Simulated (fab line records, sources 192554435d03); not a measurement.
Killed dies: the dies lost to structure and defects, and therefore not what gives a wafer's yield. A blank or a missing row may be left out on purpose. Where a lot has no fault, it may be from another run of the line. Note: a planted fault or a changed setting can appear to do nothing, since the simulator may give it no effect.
Chamber matching ; flow n5_finfet ; 3 sister chambers for N5_BEOL_M0_SAQP_STRIP_86 on rie_diel-06
The step strips in N2/H2. 3 wafers are shown with their chamber, then 7 later ones without.

## EACH WAFER AND ITS CHAMBER
wafer;chamber;showerhead_plenum_p_Torr (Torr)
L085.3;2;3.49
L089.3;1;3.33
L089.4;3;3.39

## WAFERS MISSING THEIR CHAMBER
wafer;showerhead_plenum_p_Torr (Torr)
L089.6;3.33
L094.1;3.38
L094.2;3.48
L094.6;3.38
L097.2;3.32
L097.4;3.47
L097.6;3.38

## EACH ONE'S CHAMBER
wafer;from the rows above;in truth
L089.6;1;1
L094.1;3;3
L094.2;2;2
L094.6;3;3
L097.2;1;1
L097.4;2;2
L097.6;3;3
7 of 7 placed correctly. Number that these rows cannot place: 0. Number placed wrongly: 0.
How it was worked out, from the rows above alone: a wafer's distance from a chamber is the root of the sum, over the readings, of the square of ((its reading less the chamber's mean) divided by the reading's scatter). The wafer belongs to the nearest chamber; if the next one is less than 2 further off, it can't be placed. Each chamber's mean is taken over the wafers shown for it. The scatter (one wafer shown for each chamber): square how far every hidden wafer sits from the nearest shown wafer, average those squares and take the square root.
